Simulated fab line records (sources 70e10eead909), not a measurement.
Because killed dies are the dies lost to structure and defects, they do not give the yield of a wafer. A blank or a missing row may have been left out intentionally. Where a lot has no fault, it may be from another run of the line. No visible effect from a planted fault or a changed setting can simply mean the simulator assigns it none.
fab line records :: flow nandHarc
record
  lots=6
  wafers=18
  lastDay=25
route steps=1159 shown A_ZERO_WELL@412 A_SOURCE_PLATE@413 A_ONON_D1@424 END@1159
lots that met no fault: taken from a fault-free run of the same line
startH: start of the lot's first displayed wafer, in hours after the record's first day :: waitH: hours from the lot's prior step to this one :: " identical to the entry in the row above :: L1.1+2: several wafers, shown together as one row :: - value missing, or start not given :: * or withheld: withheld :: < > ~ a bound
route shown NAME@n: names a module that has steps shown in the file, with the first one's number in the route :: usual: mean/standard deviation of fault-free wafers :: same: alike in all rows :: chamber/n: place in a boat :: sites: each site's reading :: _std_site: their standard deviation :: _edge_site: mean of outer sites minus mean of inner sites :: radiusMm: for every site, how far away it sits from the centre of the wafer :: mask NAME#n: copy n :: behind: the most recent tool/chamber to have shaped the wafer :: hold: the reason the lot was held/the length of the hold in hours/how it ended :: device: whichever transistor did not switch (one of n, p or np) :: end of line: the route-end tests of the same wafers :: a step given without rows: its recipe and nothing more :: killed: not the wafer's yield, but the dies lost to structure and defects at the first sort :: map: dies across one wafer; x = killed, . = not, _ = none there
set.NAME: the run value of the setting; set.NAME@STEP: its run value at that earlier step :: model.NAME: the simulator's own value behind a step, which no gauge read
lots at some steps of the route; a table a step, a row a wafer
services: the hour from which a tool's chamber was out of use, counted from the record's first day as startH (under 0 if before that day), plus the number of hours and why
## steps
# step NHARC_A_ZERO_WELL_INSPECT_17
# usual
  rawDefectCount=11/5.1
lot.wafer: L241.1
tool: defectInspect-01
chamber: -
startH: 146.46
waitH: 0.2
rawDefectCount: 15

lot.wafer: L241.4
tool: defectInspect-01
chamber: -
startH: 146.46
waitH: 0.2
rawDefectCount: 17

lot.wafer: L241.5
tool: defectInspect-01
chamber: -
startH: 146.46
waitH: 0.2
rawDefectCount: 8

lot.wafer: L252.1
tool: defectInspect-01
chamber: -
startH: 209.45
waitH: 0.2
rawDefectCount: 11

lot.wafer: L252.3
tool: defectInspect-01
chamber: -
startH: 209.45
waitH: 0.2
rawDefectCount: 14

lot.wafer: L252.6
tool: defectInspect-01
chamber: -
startH: 209.45
waitH: 0.2
rawDefectCount: 10

lot.wafer: L253.2
tool: defectInspect-01
chamber: -
startH: 209.63
waitH: 0.1
rawDefectCount: 7

lot.wafer: L253.4
tool: defectInspect-01
chamber: -
startH: 209.63
waitH: 0.1
rawDefectCount: 12

lot.wafer: L253.5
tool: defectInspect-01
chamber: -
startH: 209.63
waitH: 0.1
rawDefectCount: 10

lot.wafer: L250.4
tool: defectInspect-01
chamber: -
startH: 222.62
waitH: 0.1
rawDefectCount: 7

lot.wafer: L250.5
tool: defectInspect-01
chamber: -
startH: 222.62
waitH: 0.1
rawDefectCount: 4

lot.wafer: L250.6
tool: defectInspect-01
chamber: -
startH: 222.62
waitH: 0.1
rawDefectCount: 6

lot.wafer: L254.1
tool: defectInspect-02
chamber: -
startH: 229.74
waitH: 0.2
rawDefectCount: 14

lot.wafer: L254.2
tool: defectInspect-02
chamber: -
startH: 229.74
waitH: 0.2
rawDefectCount: 9

lot.wafer: L254.4
tool: defectInspect-02
chamber: -
startH: 229.74
waitH: 0.2
rawDefectCount: 3

lot.wafer: L261.1
tool: defectInspect-01
chamber: -
startH: 275.94
waitH: 0.2
rawDefectCount: 7

lot.wafer: L261.3
tool: defectInspect-01
chamber: -
startH: 275.94
waitH: 0.2
rawDefectCount: 12

lot.wafer: L261.6
tool: defectInspect-01
chamber: -
startH: 275.94
waitH: 0.2
rawDefectCount: 16
# step NHARC_A_SOURCE_PLATE_PRECLEAN_00
# recipe
  timeS=60
  chemistry=HF-LAST
# step NHARC_A_SOURCE_PLATE_SRD_01
# step NHARC_A_SOURCE_PLATE_OXIDE_02
# recipe
  targetThkA=100
  tempC=900
  oxTimeS=1362
  material=SiO2
# step NHARC_A_SOURCE_PLATE_THK_MEAS_09
# recipe
  thkMeasGauge=ellipsometry
# usual
  thkNm=9.7/1
lot.wafer: L241.1
tool: filmMetro-01
chamber: -
startH: 153.52
waitH: 0.4
thkNm: 10.7

lot.wafer: L241.4
tool: filmMetro-01
chamber: -
startH: 153.52
waitH: 0.4
thkNm: 7.7

lot.wafer: L241.5
tool: filmMetro-01
chamber: -
startH: 153.52
waitH: 0.4
thkNm: 8.9

lot.wafer: L252.1
tool: filmMetro-01
chamber: -
startH: 216.84
waitH: 0.4
thkNm: 9.5

lot.wafer: L252.3
tool: filmMetro-01
chamber: -
startH: 216.84
waitH: 0.4
thkNm: 8.9

lot.wafer: L252.6
tool: filmMetro-01
chamber: -
startH: 216.84
waitH: 0.4
thkNm: 10.7

lot.wafer: L253.2
tool: filmMetro-02
chamber: -
startH: 216.84
waitH: 0.4
thkNm: 10.7

lot.wafer: L253.4
tool: filmMetro-02
chamber: -
startH: 216.84
waitH: 0.4
thkNm: 9.7

lot.wafer: L253.5
tool: filmMetro-02
chamber: -
startH: 216.84
waitH: 0.4
thkNm: 9.5

lot.wafer: L250.4
tool: filmMetro-01
chamber: -
startH: 230.27
waitH: 0.4
thkNm: 12.3

lot.wafer: L250.5
tool: filmMetro-01
chamber: -
startH: 230.27
waitH: 0.4
thkNm: 9.9

lot.wafer: L250.6
tool: filmMetro-01
chamber: -
startH: 230.27
waitH: 0.4
thkNm: 9.7

lot.wafer: L254.1
tool: filmMetro-01
chamber: -
startH: 237.09
waitH: 0.4
thkNm: 9.3

lot.wafer: L254.2
tool: filmMetro-01
chamber: -
startH: 237.09
waitH: 0.4
thkNm: 9.9

lot.wafer: L254.4
tool: filmMetro-01
chamber: -
startH: 237.09
waitH: 0.4
thkNm: 10.6

lot.wafer: L261.1
tool: filmMetro-02
chamber: -
startH: 283.92
waitH: 0.4
thkNm: 11.3

lot.wafer: L261.3
tool: filmMetro-02
chamber: -
startH: 283.92
waitH: 0.4
thkNm: 9.6

lot.wafer: L261.6
tool: filmMetro-02
chamber: -
startH: 283.92
waitH: 0.4
thkNm: 11.4
# step NHARC_A_SOURCE_PLATE_PVD_04
# recipe
  targetThkA=500
  material=WSi2
# step NHARC_A_SOURCE_PLATE_CVD_03
# recipe
  targetThkA=2000
  tempC=620
  pressureMtorr=200
  timeS=4000
  material=poly-Si
# step NHARC_A_SOURCE_PLATE_ANNEAL_05
# recipe
  tempC=850
  timeS=1800
# step NHARC_A_SOURCE_PLATE_THK_MEAS_06
# recipe
  thkMeasGauge=ellipsometry
# usual
  thkNm=200.6/2.1
lot.wafer: L241.1
tool: filmMetro-02
chamber: -
startH: 170.01
waitH: 0.4
thkNm: 199.0

lot.wafer: L241.4
tool: filmMetro-02
chamber: -
startH: 170.01
waitH: 0.4
thkNm: 199.5

lot.wafer: L241.5
tool: filmMetro-02
chamber: -
startH: 170.01
waitH: 0.4
thkNm: 198.6

lot.wafer: L252.1
tool: filmMetro-02
chamber: -
startH: 230.35
waitH: 0.4
thkNm: 200.8

lot.wafer: L252.3
tool: filmMetro-02
chamber: -
startH: 230.35
waitH: 0.4
thkNm: 201.6

lot.wafer: L252.6
tool: filmMetro-02
chamber: -
startH: 230.35
waitH: 0.4
thkNm: 201.2

lot.wafer: L253.2
tool: filmMetro-01
chamber: -
startH: 230.35
waitH: 0.4
thkNm: 198.7

lot.wafer: L253.4
tool: filmMetro-01
chamber: -
startH: 230.35
waitH: 0.4
thkNm: 198.3

lot.wafer: L253.5
tool: filmMetro-01
chamber: -
startH: 230.35
waitH: 0.4
thkNm: 200.1

lot.wafer: L250.4
tool: filmMetro-02
chamber: -
startH: 243.63
waitH: 0.4
thkNm: 202.6

lot.wafer: L250.5
tool: filmMetro-02
chamber: -
startH: 243.63
waitH: 0.4
thkNm: 202.3

lot.wafer: L250.6
tool: filmMetro-02
chamber: -
startH: 243.63
waitH: 0.4
thkNm: 200.9

lot.wafer: L254.1
tool: filmMetro-01
chamber: -
startH: 250.24
waitH: 0.4
thkNm: 199.5

lot.wafer: L254.2
tool: filmMetro-01
chamber: -
startH: 250.24
waitH: 0.4
thkNm: 201.9

lot.wafer: L254.4
tool: filmMetro-01
chamber: -
startH: 250.24
waitH: 0.4
thkNm: 201.2

lot.wafer: L261.1
tool: filmMetro-01
chamber: -
startH: 300.94
waitH: 0.4
thkNm: 201.6

lot.wafer: L261.3
tool: filmMetro-01
chamber: -
startH: 300.94
waitH: 0.4
thkNm: 202.3

lot.wafer: L261.6
tool: filmMetro-01
chamber: -
startH: 300.94
waitH: 0.4
thkNm: 201.2
# step NHARC_A_SOURCE_PLATE_INSPECT_08
# usual
  rawDefectCount=59/23
lot.wafer: L241.1
tool: defectInspect-02
chamber: -
startH: 170.07
waitH: 0.0
rawDefectCount: 86

lot.wafer: L241.4
tool: defectInspect-02
chamber: -
startH: 170.07
waitH: 0.0
rawDefectCount: 57

lot.wafer: L241.5
tool: defectInspect-02
chamber: -
startH: 170.07
waitH: 0.0
rawDefectCount: 57

lot.wafer: L252.1
tool: defectInspect-02
chamber: -
startH: 230.41
waitH: 0.0
rawDefectCount: 52

lot.wafer: L252.3
tool: defectInspect-02
chamber: -
startH: 230.41
waitH: 0.0
rawDefectCount: 50

lot.wafer: L252.6
tool: defectInspect-02
chamber: -
startH: 230.41
waitH: 0.0
rawDefectCount: 17

lot.wafer: L253.2
tool: defectInspect-02
chamber: -
startH: 230.44
waitH: 0.0
rawDefectCount: 46

lot.wafer: L253.4
tool: defectInspect-02
chamber: -
startH: 230.44
waitH: 0.0
rawDefectCount: 27

lot.wafer: L253.5
tool: defectInspect-02
chamber: -
startH: 230.44
waitH: 0.0
rawDefectCount: 41

lot.wafer: L250.4
tool: defectInspect-02
chamber: -
startH: 243.72
waitH: 0.0
rawDefectCount: 38

lot.wafer: L250.5
tool: defectInspect-02
chamber: -
startH: 243.72
waitH: 0.0
rawDefectCount: 49

lot.wafer: L250.6
tool: defectInspect-02
chamber: -
startH: 243.72
waitH: 0.0
rawDefectCount: 41

lot.wafer: L254.1
tool: defectInspect-02
chamber: -
startH: 250.30
waitH: 0.0
rawDefectCount: 70

lot.wafer: L254.2
tool: defectInspect-02
chamber: -
startH: 250.30
waitH: 0.0
rawDefectCount: 29

lot.wafer: L254.4
tool: defectInspect-02
chamber: -
startH: 250.30
waitH: 0.0
rawDefectCount: 48

lot.wafer: L261.1
tool: defectInspect-01
chamber: -
startH: 301.00
waitH: 0.0
rawDefectCount: 48

lot.wafer: L261.3
tool: defectInspect-01
chamber: -
startH: 301.00
waitH: 0.0
rawDefectCount: 51

lot.wafer: L261.6
tool: defectInspect-01
chamber: -
startH: 301.00
waitH: 0.0
rawDefectCount: 46
# step NHARC_A_ONON_D1_DEP_00
# recipe
  targetThkA=10000
  n2FlowSccm=2750
  n2oFlowSccm=2000
  nh3FlowSccm=500
  sih4FlowSccm=210
  tempC=400
# usual
  susceptorTempC=400.00/0.22
lot.wafer: L241.1
tool: pecvdOnon-03
chamber: 0
startH: 170.14
waitH: 0.1
susceptorTempC: 400.19

lot.wafer: L241.4
tool: pecvdOnon-03
chamber: 0
startH: 170.14
waitH: 0.1
susceptorTempC: 400.38

lot.wafer: L241.5
tool: pecvdOnon-03
chamber: 0
startH: 170.14
waitH: 0.1
susceptorTempC: 400.34

lot.wafer: L252.1
tool: pecvdOnon-01
chamber: 0
startH: 230.48
waitH: 0.1
susceptorTempC: 400.25

lot.wafer: L252.3
tool: pecvdOnon-01
chamber: 0
startH: 230.48
waitH: 0.1
susceptorTempC: 399.77

lot.wafer: L252.6
tool: pecvdOnon-01
chamber: 0
startH: 230.48
waitH: 0.1
susceptorTempC: 400.00

lot.wafer: L253.2
tool: pecvdOnon-03
chamber: 0
startH: 230.57
waitH: 0.1
susceptorTempC: 400.18

lot.wafer: L253.4
tool: pecvdOnon-03
chamber: 0
startH: 230.57
waitH: 0.1
susceptorTempC: 400.09

lot.wafer: L253.5
tool: pecvdOnon-03
chamber: 0
startH: 230.57
waitH: 0.1
susceptorTempC: 399.95

lot.wafer: L250.4
tool: pecvdOnon-01
chamber: 0
startH: 244.15
waitH: 0.4
susceptorTempC: 399.82

lot.wafer: L250.5
tool: pecvdOnon-01
chamber: 0
startH: 244.15
waitH: 0.4
susceptorTempC: 399.94

lot.wafer: L250.6
tool: pecvdOnon-01
chamber: 0
startH: 244.15
waitH: 0.4
susceptorTempC: 399.76

lot.wafer: L254.1
tool: pecvdOnon-03
chamber: 0
startH: 250.37
waitH: 0.1
susceptorTempC: 399.64

lot.wafer: L254.2
tool: pecvdOnon-03
chamber: 0
startH: 250.37
waitH: 0.1
susceptorTempC: 399.83

lot.wafer: L254.4
tool: pecvdOnon-03
chamber: 0
startH: 250.37
waitH: 0.1
susceptorTempC: 399.98

lot.wafer: L261.1
tool: pecvdOnon-01
chamber: 0
startH: 301.07
waitH: 0.1
susceptorTempC: 400.05

lot.wafer: L261.3
tool: pecvdOnon-01
chamber: 0
startH: 301.07
waitH: 0.1
susceptorTempC: 399.77

lot.wafer: L261.6
tool: pecvdOnon-01
chamber: 0
startH: 301.07
waitH: 0.1
susceptorTempC: 399.89
# step NHARC_A_ONON_D1_THK_MEAS_02
# recipe
  thkMeasGauge=ellipsometry
# usual
  thkNm=999/8.4
lot.wafer: L241.1
tool: filmMetro-01
chamber: -
startH: 170.65
waitH: -
thkNm: 992

lot.wafer: L241.4
tool: filmMetro-01
chamber: -
startH: 170.65
waitH: -
thkNm: 994

lot.wafer: L241.5
tool: filmMetro-01
chamber: -
startH: 170.65
waitH: -
thkNm: 994

lot.wafer: L252.1
tool: filmMetro-01
chamber: -
startH: 230.99
waitH: -
thkNm: 424

lot.wafer: L252.3
tool: filmMetro-01
chamber: -
startH: 230.99
waitH: -
thkNm: 425

lot.wafer: L252.6
tool: filmMetro-01
chamber: -
startH: 230.99
waitH: -
thkNm: 426

lot.wafer: L253.2
tool: filmMetro-02
chamber: -
startH: 231.05
waitH: -
thkNm: 1006

lot.wafer: L253.4
tool: filmMetro-02
chamber: -
startH: 231.05
waitH: -
thkNm: 1006

lot.wafer: L253.5
tool: filmMetro-02
chamber: -
startH: 231.05
waitH: -
thkNm: 1005

lot.wafer: L250.4
tool: filmMetro-01
chamber: -
startH: 244.48
waitH: -
thkNm: 406

lot.wafer: L250.5
tool: filmMetro-01
chamber: -
startH: 244.48
waitH: -
thkNm: 406

lot.wafer: L250.6
tool: filmMetro-01
chamber: -
startH: 244.48
waitH: -
thkNm: 407

lot.wafer: L254.1
tool: filmMetro-02
chamber: -
startH: 250.89
waitH: -
thkNm: 995

lot.wafer: L254.2
tool: filmMetro-02
chamber: -
startH: 250.89
waitH: -
thkNm: 996

lot.wafer: L254.4
tool: filmMetro-02
chamber: -
startH: 250.89
waitH: -
thkNm: 995

lot.wafer: L261.1
tool: filmMetro-01
chamber: -
startH: 301.58
waitH: -
thkNm: 981

lot.wafer: L261.3
tool: filmMetro-01
chamber: -
startH: 301.58
waitH: -
thkNm: 981

lot.wafer: L261.6
tool: filmMetro-01
chamber: -
startH: 301.58
waitH: -
thkNm: 984
# step NHARC_A_ONON_D1_DEP_03
# recipe
  targetThkA=10000
  n2FlowSccm=2750
  n2oFlowSccm=2000
  nh3FlowSccm=500
  sih4FlowSccm=210
  tempC=400
# step NHARC_END_SORT_01
# recipe
  tempC=25
# usual
  killedAtArray=28/11
  killedAtOther=0.7/1.1
  killedAtPeriphery=2.9/2
  killedDies=32/11
  killedOpen=3.2/1.8
  killedShort=2.0/1.4
# same
  grossDies=677
lot.wafer: L252.1
tool: prober-01
chamber: 0
startH: 508.08
waitH: 2.5
killedAtArray: 675
killedAtOther: 0
killedAtPeriphery: 2
killedDies: 677
killedOpen: 8
killedShort: 2

lot.wafer: L252.3
tool: prober-01
chamber: 0
startH: 509.67
waitH: 3.1
killedAtArray: 674
killedAtOther: 0
killedAtPeriphery: 3
killedDies: 677
killedOpen: 4
killedShort: 1

lot.wafer: L252.6
tool: prober-01
chamber: 0
startH: 512.05
waitH: 4.0
killedAtArray: 673
killedAtOther: 0
killedAtPeriphery: 4
killedDies: 677
killedOpen: 5
killedShort: 2

lot.wafer: L250.4
tool: prober-02
chamber: 0
startH: 520.14
waitH: 3.4
killedAtArray: 671
killedAtOther: 0
killedAtPeriphery: 6
killedDies: 677
killedOpen: 2
killedShort: 0

lot.wafer: L250.5
tool: prober-02
chamber: 0
startH: 520.94
waitH: 3.7
killedAtArray: 677
killedAtOther: 0
killedAtPeriphery: 0
killedDies: 677
killedOpen: 3
killedShort: 2

lot.wafer: L250.6
tool: prober-02
chamber: 0
startH: 521.74
waitH: 4.0
killedAtArray: 674
killedAtOther: 0
killedAtPeriphery: 3
killedDies: 677
killedOpen: 4
killedShort: 3
# killed by level:class
L252.1 A_ONON_D1:areaDep=646 A_SLIT:chamberFilmFlake=9 A_CHANNEL_HOLE_D1:chamberFilmFlake=5 A_ONON_D1:geometricParticle:open=4 A_CONTACT:chamberFilmFlake=3 A_ONON_D1:geometricParticle:short=2 A_CONTACT:geometricParticle:open=2 A_STAIRCASE:chamberFilmFlake=2
L252.3 A_ONON_D1:areaDep=641 A_SLIT:chamberFilmFlake=15 A_CONTACT:chamberFilmFlake=4 A_STAIRCASE:chamberFilmFlake=3 A_CHANNEL_HOLE_D1:chamberFilmFlake=2 A_CONTACT:geometricParticle:open=2 A_WL_FILL:chamberFilmFlake=2 A_M1:chamberFilmFlake=2
L252.6 A_ONON_D1:areaDep=639 A_SLIT:chamberFilmFlake=13 A_CHANNEL_HOLE_D1:chamberFilmFlake=6 A_CONTACT:chamberFilmFlake=6 A_STAIRCASE:chamberFilmFlake=3 P_M0:geometricParticle:open=1 P_M1:geometricParticle:short=1 A_ONON_D1:geometricParticle:open=1
L250.4 A_ONON_D1:areaDep=647 A_SLIT:chamberFilmFlake=10 A_CHANNEL_HOLE_D1:chamberFilmFlake=4 A_CONTACT:chamberFilmFlake=4 P_GATE:chamberFilmFlake=3 A_ZERO_WELL:chamberFilmFlake=2 A_CONTACT:geometricParticle:open=1 A_M0:geometricParticle:open=1
L250.5 A_ONON_D1:areaDep=655 A_SLIT:chamberFilmFlake=7 A_CHANNEL_HOLE_D1:chamberFilmFlake=6 A_ZERO_WELL:chamberFilmFlake=2 A_ONON_D1:geometricParticle:open=1 A_CHANNEL_HOLE_D1:geometricParticle:short=1 A_WL_FILL:geometricParticle:short=1 A_CONTACT:geometricParticle:open=1
L250.6 A_ONON_D1:areaDep=646 A_SLIT:chamberFilmFlake=13 A_CONTACT:chamberFilmFlake=4 A_CHANNEL_HOLE_D1:chamberFilmFlake=3 A_CHANNEL_FILL_D1:geometricParticle:open=2 A_WL_FILL:geometricParticle:short=2 A_CONTACT:geometricParticle:open=2 P_M0:chamberFilmFlake=2
# map L250.4 (x killed, . not)
____________x____________
_________xxxxxxx_________
_______xxxxxxxxxxx_______
______xxxxxxxxxxxxx______
_____xxxxxxxxxxxxxxx_____
____xxxxxxxxxxxxxxxxx____
____xxxxxxxxxxxxxxxxx____
___xxxxxxxxxxxxxxxxxxx___
___xxxxxxxxxxxxxxxxxxx___
__xxxxxxxxxxxxxxxxxxxxx__
__xxxxxxxxxxxxxxxxxxxxx__
_xxxxxxxxxxxxxxxxxxxxxxx_
_xxxxxxxxxxxxxxxxxxxxxxx_
_xxxxxxxxxxxxxxxxxxxxxxx_
_xxxxxxxxxxxxxxxxxxxxxxx_
_xxxxxxxxxxxxxxxxxxxxxxx_
xxxxxxxxxxxxxxxxxxxxxxxxx
xxxxxxxxxxxxxxxxxxxxxxxxx
xxxxxxxxxxxxxxxxxxxxxxxxx
xxxxxxxxxxxxxxxxxxxxxxxxx
xxxxxxxxxxxxxxxxxxxxxxxxx
_xxxxxxxxxxxxxxxxxxxxxxx_
_xxxxxxxxxxxxxxxxxxxxxxx_
_xxxxxxxxxxxxxxxxxxxxxxx_
_xxxxxxxxxxxxxxxxxxxxxxx_
_xxxxxxxxxxxxxxxxxxxxxxx_
__xxxxxxxxxxxxxxxxxxxxx__
__xxxxxxxxxxxxxxxxxxxxx__
___xxxxxxxxxxxxxxxxxxx___
___xxxxxxxxxxxxxxxxxxx___
____xxxxxxxxxxxxxxxxx____
____xxxxxxxxxxxxxxxxx____
_____xxxxxxxxxxxxxxx_____
______xxxxxxxxxxxxx______
_______xxxxxxxxxxx_______
_________xxxxxxx_________
____________x____________
# map L252.1 (x killed, . not)
____________x____________
_________xxxxxxx_________
_______xxxxxxxxxxx_______
______xxxxxxxxxxxxx______
_____xxxxxxxxxxxxxxx_____
____xxxxxxxxxxxxxxxxx____
____xxxxxxxxxxxxxxxxx____
___xxxxxxxxxxxxxxxxxxx___
___xxxxxxxxxxxxxxxxxxx___
__xxxxxxxxxxxxxxxxxxxxx__
__xxxxxxxxxxxxxxxxxxxxx__
_xxxxxxxxxxxxxxxxxxxxxxx_
_xxxxxxxxxxxxxxxxxxxxxxx_
_xxxxxxxxxxxxxxxxxxxxxxx_
_xxxxxxxxxxxxxxxxxxxxxxx_
_xxxxxxxxxxxxxxxxxxxxxxx_
xxxxxxxxxxxxxxxxxxxxxxxxx
xxxxxxxxxxxxxxxxxxxxxxxxx
xxxxxxxxxxxxxxxxxxxxxxxxx
xxxxxxxxxxxxxxxxxxxxxxxxx
xxxxxxxxxxxxxxxxxxxxxxxxx
_xxxxxxxxxxxxxxxxxxxxxxx_
_xxxxxxxxxxxxxxxxxxxxxxx_
_xxxxxxxxxxxxxxxxxxxxxxx_
_xxxxxxxxxxxxxxxxxxxxxxx_
_xxxxxxxxxxxxxxxxxxxxxxx_
__xxxxxxxxxxxxxxxxxxxxx__
__xxxxxxxxxxxxxxxxxxxxx__
___xxxxxxxxxxxxxxxxxxx___
___xxxxxxxxxxxxxxxxxxx___
____xxxxxxxxxxxxxxxxx____
____xxxxxxxxxxxxxxxxx____
_____xxxxxxxxxxxxxxx_____
______xxxxxxxxxxxxx______
_______xxxxxxxxxxx_______
_________xxxxxxx_________
____________x____________
## services
tool: pecvdOnon-03
chamber: -
startH: 153.40
hours: 13.0
kind: pm

tool: pecvdOnon-01
chamber: -
startH: 195.00
hours: 13.0
kind: pm

tool: pecvdOnon-03
chamber: -
startH: 298.80
hours: 4.6
kind: repair
## key
firstSign
  step=NHARC_A_ONON_D1_THK_MEAS_02
  reading=thkNm
  direction=down
  sigmas=69
  usual=999
  struck=416
effect
  step=NHARC_END_SORT_01
  reading=killedAtArray
  direction=up
  sigmas=59
  usual=28
  struck=674
moreKillsBornAt
  NHARC_A_ONON_D1_DEP_00@pecvdOnon-01=3874
metAt NHARC_A_ONON_D1_DEP_00
struckWafers L250.4,L250.5,L250.6,L252.1,L252.3,L252.6
laterRowsLeftOut L250.4,L250.5,L250.6,L252.1,L252.3,L252.6
testerLeftOut L250,L252
fault
  kind=processParameterDrift
  tool=pecvdOnon-01
  chamber=0
  onsetH=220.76
  steps=NHARC_A_ONON_D1_DEP_00
  channel=targetThkA
  offset=*
  shape=step
  endH=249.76
  actsIn=*
  stated=*
# testerLeftOut: of these lots the tester's yield and bins aren't shown, on N5 and GAA mostly nor the transistor test; their killed dies are dies lost to structure and defects alone, not to doping, threshold or leakage, so they don't give the yield
# laterRowsLeftOut: the simulator's readings of these wafers behind a module that went badly wrong aren't trusted and aren't shown, but for the sort
